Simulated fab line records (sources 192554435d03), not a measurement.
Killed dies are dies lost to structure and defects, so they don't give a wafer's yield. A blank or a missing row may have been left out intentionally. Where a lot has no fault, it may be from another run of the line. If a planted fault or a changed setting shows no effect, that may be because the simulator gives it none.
Matching of chambers || flow n5_finfet || N5_HKMG_FIN_ETCH_32 on rie_diel-01: 4 sister chambers
The step etches SOC in N2/H2, target depth 240 nm, time 300 s. 8 wafers are shown with their chamber, then 8 later ones without.

== WAFERS WITH THEIR CHAMBER ==
{"wafer": "L082.6", "chamber": 0, "showerhead_plenum_p_Torr (Torr)": 2.50, "rf_vpp_V (V)": 523}
{"wafer": "L086.4", "chamber": 0, "showerhead_plenum_p_Torr (Torr)": 2.50, "rf_vpp_V (V)": 523}
{"wafer": "L090.4", "chamber": 3, "showerhead_plenum_p_Torr (Torr)": 2.70, "rf_vpp_V (V)": 529}
{"wafer": "L090.6", "chamber": 2, "showerhead_plenum_p_Torr (Torr)": 2.48, "rf_vpp_V (V)": 524}
{"wafer": "L091.1", "chamber": 1, "showerhead_plenum_p_Torr (Torr)": 2.50, "rf_vpp_V (V)": 523}
{"wafer": "L091.2", "chamber": 2, "showerhead_plenum_p_Torr (Torr)": 2.48, "rf_vpp_V (V)": 522}
{"wafer": "L091.4", "chamber": 3, "showerhead_plenum_p_Torr (Torr)": 2.69, "rf_vpp_V (V)": 528}
{"wafer": "L094.3", "chamber": 1, "showerhead_plenum_p_Torr (Torr)": 2.49, "rf_vpp_V (V)": 522}

== WAFERS WITHOUT THEIR CHAMBER ==
{"wafer": "L094.4", "showerhead_plenum_p_Torr (Torr)": 2.49, "rf_vpp_V (V)": 521}
{"wafer": "L094.5", "showerhead_plenum_p_Torr (Torr)": 2.69, "rf_vpp_V (V)": 527}
{"wafer": "L095.1", "showerhead_plenum_p_Torr (Torr)": 2.49, "rf_vpp_V (V)": 521}
{"wafer": "L095.3", "showerhead_plenum_p_Torr (Torr)": 2.69, "rf_vpp_V (V)": 530}
{"wafer": "L095.4", "showerhead_plenum_p_Torr (Torr)": 2.69, "rf_vpp_V (V)": 529}
{"wafer": "L096.1", "showerhead_plenum_p_Torr (Torr)": 2.49, "rf_vpp_V (V)": 521}
{"wafer": "L096.3", "showerhead_plenum_p_Torr (Torr)": 2.49, "rf_vpp_V (V)": 522}
{"wafer": "L096.4", "showerhead_plenum_p_Torr (Torr)": 2.49, "rf_vpp_V (V)": 522}

== WHICH CHAMBER EACH ONE RAN IN ==
{"wafer": "L094.4", "from the rows above": "can't be placed: 1 or 0 or 2", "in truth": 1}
{"wafer": "L094.5", "from the rows above": 3, "in truth": 3}
{"wafer": "L095.1", "from the rows above": "can't be placed: 1 or 0 or 2", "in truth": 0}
{"wafer": "L095.3", "from the rows above": 3, "in truth": 3}
{"wafer": "L095.4", "from the rows above": 3, "in truth": 3}
{"wafer": "L096.1", "from the rows above": "can't be placed: 1 or 0 or 2", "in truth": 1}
{"wafer": "L096.3", "from the rows above": "can't be placed: 1 or 0 or 2", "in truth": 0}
{"wafer": "L096.4", "from the rows above": "can't be placed: 1 or 0 or 2", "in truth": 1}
Placed correctly: 3 of 8. Not placeable from these rows: 5 (in 5, the candidates include the true chamber). 0 placed wrongly.
How it was worked out, from the rows above alone: a wafer's distance from a chamber is the root of the sum, over the readings, of the square of ((its reading less the chamber's mean) divided by the reading's scatter). If the next closest chamber is less than 2 further off than the closest, the wafer can't be placed; otherwise it belongs to the closest. Each chamber's mean is taken over the wafers shown for it. The scatter: the root of (the sum of the squares of (reading less its chamber's mean) over the shown wafers, divided by (wafers less chambers)).
